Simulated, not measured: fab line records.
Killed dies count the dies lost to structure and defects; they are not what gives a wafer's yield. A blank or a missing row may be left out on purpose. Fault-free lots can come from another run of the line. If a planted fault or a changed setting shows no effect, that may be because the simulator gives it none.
fab line records	flow nand-harc	part 1 of 2: steps 1 to 27 of 38
record: lots: 5	wafers: 15	last-day: 33
route steps=1302 shown P_M2@344 P_BONDPAD@351
lots with no fault: from the same line, run without faults
start-h: hours from the record's first day to the start of the lot's first wafer shown	wait-h: hours elapsed since this lot's preceding step	" repeats the value in the row above	L1.1+2: one row covering several wafers at once	- no value, or no start was given	* or withheld: withheld	< > ~ a bound
route shown NAME@n: NAME is a module with steps in the file, n the number in the route of the first one	usual: mean/standard deviation of fault-free wafers	same: alike in all rows	chamber/n: place in a boat	sites: readings site by site	_std_site: the values' standard deviation	_edge_site: outer sites' mean less inner sites'	radius-mm: how far each site lies from the wafer's centre	mask NAME#n: copy n	behind: the most recent tool/chamber to have shaped the wafer	hold: cause of the lot's hold/its duration in hours/its outcome	device: transistor that didn't switch, given as n, p or np	end of line: tests run on the same wafers once the route is complete	a step with no rows: only its recipe	killed: at the first sort, the dies lost to defects and structure; wafer yield is something else	map: the dies of a wafer, with x for killed, . for not killed, _ for no die there
set.NAME: setting as actually run; set.NAME@STEP: the setting as run at that earlier step	model.NAME: the simulator's own value behind a step, which no gauge read
lots seen at some steps along the route; tables by step, rows by wafer
services: a tool's chamber out of use, with start hour (start-h, from the record's first day; less than 0 if before it), hours out, and reason
== steps ==
step: NHARC_P_M2_CMP_23
recipe: t-overpolish-s: 20	target-thk-nm: 144.3
usual: edge-zone-pressure-frac: 0.999/0.0049	motor-current-A: 12.5/1.2	time-to-endpoint-s: 28.8/2.1
lot.wafer	tool	chamber	start-h	wait-h	edge-zone-pressure-frac	motor-current-A	time-to-endpoint-s
L083.1	cmp-04	0	218.51	-	1.002	15.1	26.3
L083.3	"	2	"	"	0.996	12.8	27.8
L083.6	"	1	"	"	1.003	12.4	26.2
L084.2	cmp-04	2	240.81	-	1.000	13.0	28.1
L084.5	"	0	"	"	0.999	15.5	30.1
L084.6	"	1	"	"	0.998	13.1	27.8
L085.1	cmp-02	0	244.64	-	0.993	10.6	29.5
L085.5	"	1	"	"	1.004	11.5	31.9
L085.6	"	2	"	"	0.998	13.2	31.5
L086.2	cmp-04	1	276.43	-	1.002	12.4	26.5
L086.3	"	2	"	"	1.000	12.7	26.2
L086.6	"	2	"	"	0.996	12.3	25.1
L097.2	cmp-02	2	360.32	-	0.999	13.1	27.0
L097.3	"	3	"	"	0.993	11.3	25.3
L097.4	"	0	"	"	0.999	11.6	24.3
step: NHARC_P_M2_THK_MEAS_24
recipe: thk-meas-gauge: xrf
usual: thk-nm: 144.1/1.3
lot.wafer	tool	chamber	start-h	wait-h	thk-nm
L083.1	film-metro-01	-	218.82	-	141.6
L083.3	"	-	"	"	144.3
L083.6	"	-	"	"	144.0
L084.2	film-metro-01	-	241.07	-	143.0
L084.5	"	-	"	"	144.9
L084.6	"	-	"	"	144.5
L085.1	film-metro-02	-	244.87	-	144.4
L085.5	"	-	"	"	144.2
L085.6	"	-	"	"	143.7
L086.2	film-metro-02	-	276.74	-	146.2
L086.3	"	-	"	"	143.0
L086.6	"	-	"	"	141.2
L097.2	film-metro-02	-	360.64	-	141.8
L097.3	"	-	"	"	142.6
L097.4	"	-	"	"	141.8
step: NHARC_P_M2_SRD_25
lot.wafer	tool	chamber	start-h	wait-h
L083.6+3+1	wet-bench-08	5,6,0	218.87	0.0
L084.2+5+6	wet-bench-08	5,7,1	241.11	0.0
L085.6+5+1	wet-bench-08	1,2,4	244.91	0.0
L086.6+3+2	wet-bench-08	6,0,1	276.78	0.0
L097.3+4+2	wet-bench-08	5,0,1	360.68	0.0
step: NHARC_P_M2_INSPECT_27
usual: raw-defect-count: 312/110
lot.wafer	tool	chamber	start-h	wait-h	raw-defect-count
L083.1	defect-inspect-01	-	218.98	0.0	422
L083.3	"	-	"	"	304
L083.6	"	-	"	"	274
L084.2	defect-inspect-01	-	241.23	0.0	349
L084.5	"	-	"	"	187
L084.6	"	-	"	"	146
L085.1	defect-inspect-01	-	245.03	0.0	258
L085.5	"	-	"	"	314
L085.6	"	-	"	"	235
L086.2	defect-inspect-02	-	276.92	0.0	328
L086.3	"	-	"	"	367
L086.6	"	-	"	"	388
L097.2	defect-inspect-02	-	360.81	0.0	193
L097.3	"	-	"	"	448
L097.4	"	-	"	"	239
step: NHARC_P_M2_PRE_CLEAN_32
recipe: time-s: 12	temp-c: 370	rf-power-w: 300	gas: NH3
usual: heater-power-w: 598/70
lot.wafer	tool	chamber	start-h	wait-h	heater-power-w
L083.3	pecvd-03	2	219.06	0.1	695
L083.1	"	0	"	"	694
L083.6	"	1	"	"	605
L084.2	pecvd-03	0	241.32	0.1	616
L084.6	"	1	"	"	600
L084.5	"	2	"	"	666
L085.1	pecvd-02	0	245.09	0.1	588
L085.6	"	0	"	"	587
L085.5	"	1	"	"	511
L086.2	pecvd-03	1	277.00	0.1	691
L086.3	"	2	"	"	580
L086.6	"	2	"	"	595
L097.2	pecvd-04	2	360.89	0.1	510
L097.3	"	0	"	"	625
L097.4	"	2	"	"	539
step: NHARC_P_M2_DEP_33
recipe: target-thk-a: 300	temp-c: 370	target-thk-nm: 30	pressure-torr: 3	flow-sccm: 200	rf-w: 450	material: SiCN
usual: heater-power-w: 552/67
lot.wafer	tool	chamber	start-h	wait-h	heater-power-w
L083.3	pecvd-03	2	219.17	0.1	636
L083.1	"	0	"	"	545
L083.6	"	1	"	"	613
L084.2	pecvd-03	0	241.46	0.1	554
L084.6	"	1	"	"	505
L084.5	"	2	"	"	619
L085.1	pecvd-02	0	245.17	0.1	509
L085.6	"	0	"	"	505
L085.5	"	1	"	"	501
L086.2	pecvd-03	1	277.11	0.1	618
L086.3	"	2	"	"	562
L086.6	"	2	"	"	562
L097.2	pecvd-04	2	360.99	0.1	455
L097.3	"	0	"	"	520
L097.4	"	2	"	"	458
step: NHARC_P_BONDPAD_DEP_00
recipe: target-thk-a: 2500	temp-c: 370	target-thk-nm: 250	pressure-torr: 3	flow-sccm: 200	rf-w: 450	material: SiCN
usual: heater-power-w: 534/66
lot.wafer	tool	chamber	start-h	wait-h	heater-power-w
L083.1	pecvd-02	1	219.54	-	431
L083.3	"	0	"	"	553
L083.6	"	2	"	"	519
L084.2	pecvd-02	1	242.20	-	402
L084.6	"	0	"	"	442
L084.5	"	2	"	"	612
L085.1	pecvd-02	1	-	-	422
L085.6	"	0	"	"	509
L085.5	"	1	"	"	444
L086.3	pecvd-02	1	277.48	-	452
L086.2	"	2	"	"	557
L086.6	"	2	"	"	584
L097.3	pecvd-03	0	361.36	-	577
L097.2	"	2	"	"	578
L097.4	"	1	"	"	621
step: NHARC_P_BONDPAD_CMP_32
recipe: target-thk-nm: 200	material: SiCN
usual: edge-zone-pressure-frac: 1.000/0.0048	motor-current-A: 12.4/1.3
lot.wafer	tool	chamber	start-h	wait-h	edge-zone-pressure-frac	motor-current-A
L083.1	cmp-03	3	220.00	-	0.998	13.3
L083.3	"	0	"	"	1.003	10.4
L083.6	"	2	"	"	1.000	12.9
L084.2	cmp-02	1	242.62	-	1.007	11.7
L084.6	"	3	"	"	1.001	11.7
L084.5	"	0	"	"	0.997	12.0
L085.1	cmp-02	2	246.21	-	1.008	12.4
L085.5	"	3	"	"	1.001	11.7
L085.6	"	0	"	"	1.004	10.8
L086.3	cmp-03	1	277.93	-	1.002	11.8
L086.2	"	2	"	"	1.001	11.6
L086.6	"	3	"	"	1.000	13.5
L097.3	cmp-04	3	361.79	-	1.005	14.1
L097.4	"	0	"	"	1.004	15.2
L097.2	"	1	"	"	1.005	12.6
step: NHARC_P_BONDPAD_THK_MEAS_33
recipe: thk-meas-gauge: ellipsometry
usual: thk-nm: 200.0/1.3
lot.wafer	tool	chamber	start-h	wait-h	thk-nm
L083.1	film-metro-02	-	220.20	0.2	199.1
L083.3	"	-	"	"	200.1
L083.6	"	-	"	"	199.8
L084.2	film-metro-02	-	242.82	0.2	200.9
L084.5	"	-	"	"	198.6
L084.6	"	-	"	"	199.9
L085.1	film-metro-01	-	246.39	0.1	199.8
L085.5	"	-	"	"	201.6
L085.6	"	-	"	"	199.8
L086.2	film-metro-01	-	278.14	0.2	199.0
L086.3	"	-	"	"	198.7
L086.6	"	-	"	"	198.4
L097.2	film-metro-02	-	362.02	0.2	200.7
L097.3	"	-	"	"	199.8
L097.4	"	-	"	"	201.6
step: NHARC_P_BONDPAD_SRD_34
lot.wafer	tool	chamber	start-h	wait-h
L083.1+3+6	wet-bench-10	6,7,1	220.24	0.0
L084.2+5+6	wet-bench-10	3,5,7	242.86	0.0
L085.5+6+1	wet-bench-08	1,2,3	246.43	0.0
L086.3+6+2	wet-bench-08	5,0,1	278.18	0.0
L097.2+3+4	wet-bench-08	7,1,3	362.06	0.0
step: NHARC_P_BONDPAD_DEHYDRATE_01
recipe: temp-c: 150	time-s: 120
lot.wafer	tool	chamber	start-h	wait-h
L083.1+3+6	litho-track-07	0	220.32	0.1
L084.2+5+6	litho-track-02	0	242.94	0.1
L085.1+5+6	litho-track-05	0	246.51	0.1
L086.2+3+6	litho-track-02	0	278.28	0.1
L097.2+3+4	litho-track-02	0	362.14	0.1
step: NHARC_P_BONDPAD_HMDS_02
recipe: time-s: 30
lot.wafer	tool	chamber	start-h	wait-h
L083.1+3+6	litho-track-07	0	-	-
L084.2+5+6	litho-track-02	0	-	-
L085.1+5+6	litho-track-05	0	-	-
L086.2+3+6	litho-track-02	0	-	-
L097.2+3+4	litho-track-02	0	-	-
step: NHARC_P_BONDPAD_COAT_36
recipe: temp-c: 200	time-s: 65
lot.wafer	tool	chamber	start-h	wait-h
L083.1+3+6	litho-track-07	0	-	-
L084.2+5+6	litho-track-02	0	-	-
L085.1+5+6	litho-track-05	0	-	-
L086.2+3+6	litho-track-02	0	-	-
L097.2+3+4	litho-track-02	0	-	-
step: NHARC_P_BONDPAD_COAT_03
recipe: spin-rpm: 2000	resist-thk-nm: 600
lot.wafer	tool	chamber	start-h	wait-h
L083.1+3+6	litho-track-07	0	-	-
L084.2+5+6	litho-track-02	0	-	-
L085.1+5+6	litho-track-05	0	-	-
L086.2+3+6	litho-track-02	0	-	-
L097.2+3+4	litho-track-02	0	-	-
step: NHARC_P_BONDPAD_SOFTBAKE_04
recipe: temp-c: 125	time-s: 70
lot.wafer	tool	chamber	start-h	wait-h
L083.1+3+6	litho-track-07	0	-	-
L084.2+5+6	litho-track-02	0	-	-
L085.1+5+6	litho-track-05	0	-	-
L086.2+3+6	litho-track-02	0	-	-
L097.2+3+4	litho-track-02	0	-	-
step: NHARC_P_BONDPAD_EBR_05
lot.wafer	tool	chamber	start-h	wait-h
L083.1+3+6	litho-track-07	0	-	-
L084.2+5+6	litho-track-02	0	-	-
L085.1+5+6	litho-track-05	0	-	-
L086.2+3+6	litho-track-02	0	-	-
L097.2+3+4	litho-track-02	0	-	-
step: NHARC_P_BONDPAD_EXPOSE_06
recipe: na: 0.55	dose-mj: 37.06	mask-id: P_BPAD
usual: reticle-temp-C: 23.01/0.12
lot.wafer	tool	chamber	start-h	wait-h	mask	reticle-temp-C
L083.1	krf-scanner-03	0	220.61	-	P_BPAD#0	23.21
L083.3	"	0	"	"	P_BPAD#0	23.21
L083.6	"	0	"	"	P_BPAD#0	23.19
L084.2	krf-scanner-02	0	243.11	-	P_BPAD#0	22.90
L084.5	"	0	"	"	P_BPAD#0	22.78
L084.6	"	0	"	"	P_BPAD#0	22.67
L085.1	krf-scanner-02	0	246.68	-	P_BPAD#0	22.84
L085.5	"	0	"	"	P_BPAD#0	22.83
L085.6	"	0	"	"	P_BPAD#0	22.91
L086.2	krf-scanner-02	0	278.45	-	P_BPAD#0	23.00
L086.3	"	0	"	"	P_BPAD#0	23.06
L086.6	"	0	"	"	P_BPAD#0	23.08
L097.2	krf-scanner-03	0	362.43	-	P_BPAD#0	23.08
L097.3	"	0	"	"	P_BPAD#0	23.09
L097.4	"	0	"	"	P_BPAD#0	23.11
step: NHARC_P_BONDPAD_PEB_07
recipe: peb-temp-c: 128	peb-time-s: 80
lot.wafer	tool	chamber	start-h	wait-h
L083.1+3+6	litho-track-05	0	220.68	0.1
L084.2+5+6	litho-track-05	0	243.17	0.1
L085.1+5+6	litho-track-07	0	246.74	0.1
L086.2+3+6	litho-track-07	0	278.51	0.1
L097.2+3+4	litho-track-05	0	362.50	0.1
step: NHARC_P_BONDPAD_DEVELOP_08
recipe: time-s: 50	dev-temp-c: 22
lot.wafer	tool	chamber	start-h	wait-h
L083.1+3+6	litho-track-05	0	-	-
L084.2+5+6	litho-track-05	0	-	-
L085.1+5+6	litho-track-07	0	-	-
L086.2+3+6	litho-track-07	0	-	-
L097.2+3+4	litho-track-05	0	-	-
step: NHARC_P_BONDPAD_CD_MEAS_09
recipe: target-cd-nm: 500	landing-energy-ev: 500
usual: cd-nm: 499.7/1.6
lot.wafer	tool	chamber	start-h	wait-h	cd-nm
L083.1	cd-sem-01	0	220.76	-	499.8
L083.3	"	0	"	"	498.6
L083.6	"	0	"	"	500.5
L084.2	cd-sem-02	0	243.26	-	498.9
L084.5	"	0	"	"	496.1
L084.6	"	0	"	"	497.7
L085.1	cd-sem-01	0	246.83	-	499.0
L085.5	"	0	"	"	499.3
L085.6	"	0	"	"	498.7
L086.2	cd-sem-01	0	278.60	-	499.0
L086.3	"	0	"	"	499.6
L086.6	"	0	"	"	499.7
L097.2	cd-sem-03	0	362.58	-	502.9
L097.3	"	0	"	"	501.2
L097.4	"	0	"	"	502.3
step: NHARC_P_BONDPAD_OVL_MEAS_38
usual: overlay-x-nm: 0/5.8	overlay-y-nm: -1/5.8
lot.wafer	tool	chamber	start-h	wait-h	overlay-x-nm	overlay-y-nm
L083.1	overlay-01	-	220.85	-	1	-10
L083.3	"	-	"	"	0	-10
L083.6	"	-	"	"	1	-10
L084.2	overlay-01	-	243.35	-	10	-5
L084.5	"	-	"	"	10	-5
L084.6	"	-	"	"	10	-4
L085.1	overlay-02	-	246.92	-	3	1
L085.5	"	-	"	"	4	1
L085.6	"	-	"	"	3	1
L086.2	overlay-01	-	278.69	-	13	3
L086.3	"	-	"	"	12	2
L086.6	"	-	"	"	12	2
L097.2	overlay-02	-	362.67	-	0	-2
L097.3	"	-	"	"	1	-3
L097.4	"	-	"	"	1	-2
step: NHARC_P_BONDPAD_HARDBAKE_10
recipe: temp-c: 118	time-s: 65
lot.wafer	tool	chamber	start-h	wait-h
L083.1+3+6	litho-track-07	0	220.90	0.0
L084.2+5+6	litho-track-02	0	243.40	0.0
L085.1+5+6	litho-track-07	0	246.96	0.0
L086.2+3+6	litho-track-02	0	278.74	0.0
L097.2+3+4	litho-track-07	0	362.72	0.0
step: NHARC_P_BONDPAD_DESCUM_11
recipe: time-s: 3	o2-flow-sccm: 200	ar-flow-sccm: 0	bias-power-w: 0	chemistry: O2
usual: drypump-motor-current-A: 5.7/0.47	oes-product-au: 1.000/0.0074	rf-vpp-V: 57.9/0.86	showerhead-plenum-p-Torr: 1.92/0.088	throttle-valve-pct: 11.312/0.0095
lot.wafer	tool	chamber	start-h	wait-h	drypump-motor-current-A	oes-product-au	rf-hours-counter-h	rf-vpp-V	showerhead-plenum-p-Torr	throttle-valve-pct
L083.1	rie-diel-10	3	220.98	-	5.9	1.014	10	57.3	1.96	11.308
L083.3	"	1	"	"	5.4	0.999	11	57.6	1.98	11.325
L083.6	"	3	"	"	5.9	1.012	-	56.4	1.96	11.309
L084.2	rie-diel-11	2	243.48	-	6.3	0.991	5	57.8	1.98	11.312
L084.6	"	1	"	"	5.4	0.981	-	57.1	1.81	11.316
L084.5	"	2	"	"	6.3	1.008	-	59.4	1.98	11.314
L085.1	rie-diel-02	1	247.06	-	5.9	1.001	1	57.2	1.79	11.306
L085.5	"	3	"	"	5.8	0.992	-	58.0	1.96	11.314
L085.6	"	0	"	"	5.6	1.006	-	58.0	1.98	11.310
L086.3	rie-diel-11	3	278.81	-	4.9	1.001	0	58.4	2.01	11.308
L086.2	"	1	"	"	5.4	1.000	0	57.1	1.81	11.316
L086.6	"	3	"	"	4.9	1.006	-	58.4	2.01	11.311
L097.2	rie-diel-02	2	362.79	-	5.2	1.010	5	58.7	1.79	11.330
L097.4	"	3	"	"	5.8	1.009	6	57.4	1.96	11.316
L097.3	"	1	"	"	5.9	0.999	7	57.2	1.79	11.312
step: NHARC_P_BONDPAD_ETCH_37
recipe: target-depth-a: 600	overetch-a: 180	time-s: 65.91	ion-energy-ev: 200	n2-flow-sccm: 150	h2-flow-sccm: 150	ar-flow-sccm: 0	rf-w: 400	bias-w: 150	chemistry: N2/H2
usual: drypump-motor-current-A: 5.8/0.47	oes-product-au: 1.000/0.0077	rf-vpp-V: 430.6/2.8	showerhead-plenum-p-Torr: 2.04/0.097	throttle-valve-pct: 14.172/0.0093
lot.wafer	tool	chamber	start-h	wait-h	drypump-motor-current-A	oes-product-au	rf-hours-counter-h	rf-vpp-V	showerhead-plenum-p-Torr	throttle-valve-pct
L083.1	rie-diel-10	3	221.53	0.5	5.9	1.014	10	433.2	2.10	14.165
L083.3	"	0	"	"	6.2	1.005	12	434.9	2.16	14.169
L083.6	"	3	"	"	5.9	1.001	-	431.7	2.10	14.159
L084.2	rie-diel-11	1	243.57	0.1	5.4	1.003	5	427.2	1.93	14.166
L084.5	"	3	"	"	4.9	1.010	-	435.2	2.15	14.176
L084.6	"	0	"	"	6.6	1.007	-	430.1	2.00	14.176
L085.1	rie-diel-02	3	247.13	0.1	5.8	0.994	1	433.2	2.09	14.181
L085.5	"	3	"	"	5.8	0.989	-	430.8	2.09	14.166
L085.6	"	0	"	"	5.6	0.999	-	431.0	2.12	14.164
L086.3	rie-diel-11	1	278.90	0.1	5.4	0.988	0	426.9	1.92	14.177
L086.2	"	0	"	"	6.6	0.987	0	428.9	2.00	14.177
L086.6	"	2	"	"	6.3	0.995	-	431.4	2.12	14.166
L097.2	rie-diel-02	2	362.89	0.1	5.3	1.002	5	428.1	1.91	14.186
L097.4	"	3	"	"	5.8	0.992	6	432.1	2.09	14.174
L097.3	"	0	"	"	5.6	0.999	8	434.3	2.11	14.177
step: NHARC_P_BONDPAD_ETCH_12
recipe: target-depth-a: 2000	time-s: 100	chf3-flow-sccm: 50	o2-flow-sccm: 10	ar-flow-sccm: 200	rf-w: 500	bias-w: 200	chemistry: CHF3/O2
usual: drypump-motor-current-A: 5.8/0.46	oes-product-au: 0.941/0.02	rf-vpp-V: 370.7/2.4	showerhead-plenum-p-Torr: 2.41/0.1	throttle-valve-pct: 20.573/0.009
lot.wafer	tool	chamber	start-h	wait-h	drypump-motor-current-A	oes-product-au	rf-hours-counter-h	rf-vpp-V	showerhead-plenum-p-Torr	throttle-valve-pct
L083.1	rie-diel-10	0	-	-	6.2	0.904	12	372.3	2.53	20.579
L083.3	"	2	"	"	5.6	0.933	10	367.7	2.28	20.562
L083.6	"	0	"	"	6.2	0.918	-	372.9	2.53	20.574
L084.2	rie-diel-11	2	-	-	6.3	0.926	5	370.9	2.49	20.588
L084.6	"	0	"	"	6.7	0.937	-	370.4	2.36	20.563
L084.5	"	1	"	"	5.4	0.921	-	366.9	2.28	20.582
L085.1	rie-diel-02	3	-	-	5.8	0.954	1	372.5	2.46	20.580
L085.6	"	0	"	"	5.5	0.968	-	373.5	2.49	20.575
L085.5	"	1	"	"	5.9	0.972	-	367.0	2.26	20.585
L086.3	rie-diel-11	0	-	-	6.6	0.947	0	368.6	2.36	20.580
L086.2	"	1	"	"	5.4	0.972	0	367.6	2.28	20.583
L086.6	"	0	"	"	6.6	0.947	-	369.1	2.36	20.574
L097.2	rie-diel-02	0	-	-	5.6	0.929	8	372.7	2.48	20.579
L097.4	"	1	"	"	6.0	0.922	8	368.3	2.25	20.598
L097.3	"	2	"	"	5.3	0.923	6	368.4	2.26	20.578
step: NHARC_P_BONDPAD_CD_MEAS_13
usual: cd-nm: 499.2/1.7
lot.wafer	tool	chamber	start-h	wait-h	cd-nm
L083.1	cd-sem-02	-	221.75	-	500.1
L083.3	"	-	"	"	498.8
L083.6	"	-	"	"	500.1
L084.2	cd-sem-02	-	243.79	-	498.1
L084.5	"	-	"	"	495.6
L084.6	"	-	"	"	497.2
L085.1	cd-sem-01	-	247.36	-	498.4
L085.5	"	-	"	"	498.7
L085.6	"	-	"	"	497.4
L086.2	cd-sem-02	-	279.13	-	498.9
L086.3	"	-	"	"	499.5
L086.6	"	-	"	"	499.5
L097.2	cd-sem-03	-	363.11	-	503.7
L097.3	"	-	"	"	500.5
L097.4	"	-	"	"	502.0
step: NHARC_P_BONDPAD_STRIP_15
recipe: o2-flow-sccm: 500	ar-flow-sccm: 0	bias-w: 0	chemistry: O2
usual: drypump-motor-current-A: 5.8/0.55	oes-product-au: 1.001/0.0079	rf-vpp-V: 57.9/0.93	showerhead-plenum-p-Torr: 3.54/0.15	throttle-valve-pct: 17.035/0.0096
lot.wafer	tool	chamber	start-h	wait-h	drypump-motor-current-A	oes-product-au	rf-hours-counter-h	rf-vpp-V	showerhead-plenum-p-Torr	throttle-valve-pct
L083.3	rie-diel-11	2	221.83	0.1	6.3	1.009	4.8	57.4	3.65	17.031
L083.1	"	0	"	"	6.6	1.006	2.9	57.7	3.47	17.033
L083.6	"	3	"	"	4.9	1.015	-	58.1	3.70	17.048
L084.2	rie-diel-02	2	243.87	0.1	5.3	1.001	0.4	55.7	3.33	17.019
L084.6	"	2	"	"	5.3	1.005	-	57.2	3.33	17.036
L084.5	"	3	"	"	5.8	1.002	-	56.9	3.61	17.020
L085.1	rie-diel-11	3	247.43	0.1	4.9	1.004	5.3	57.8	3.70	17.038
L085.6	"	3	"	"	4.9	1.010	-	57.6	3.70	17.031
L085.5	"	0	"	"	6.7	1.003	-	59.3	3.47	17.016
L086.3	rie-diel-02	2	279.20	0.1	5.3	1.000	2.0	57.8	3.33	17.040
L086.2	"	1	"	"	5.9	0.993	2.2	56.1	3.32	17.051
L086.6	"	2	"	"	5.3	0.989	-	56.1	3.33	17.030
L097.4	rie-diel-10	0	363.20	0.1	6.2	1.009	6.4	57.9	3.71	17.033
L097.3	"	1	"	"	5.5	1.001	6.7	57.9	3.64	17.031
L097.2	"	2	"	"	5.6	1.008	6.3	58.5	3.36	17.009
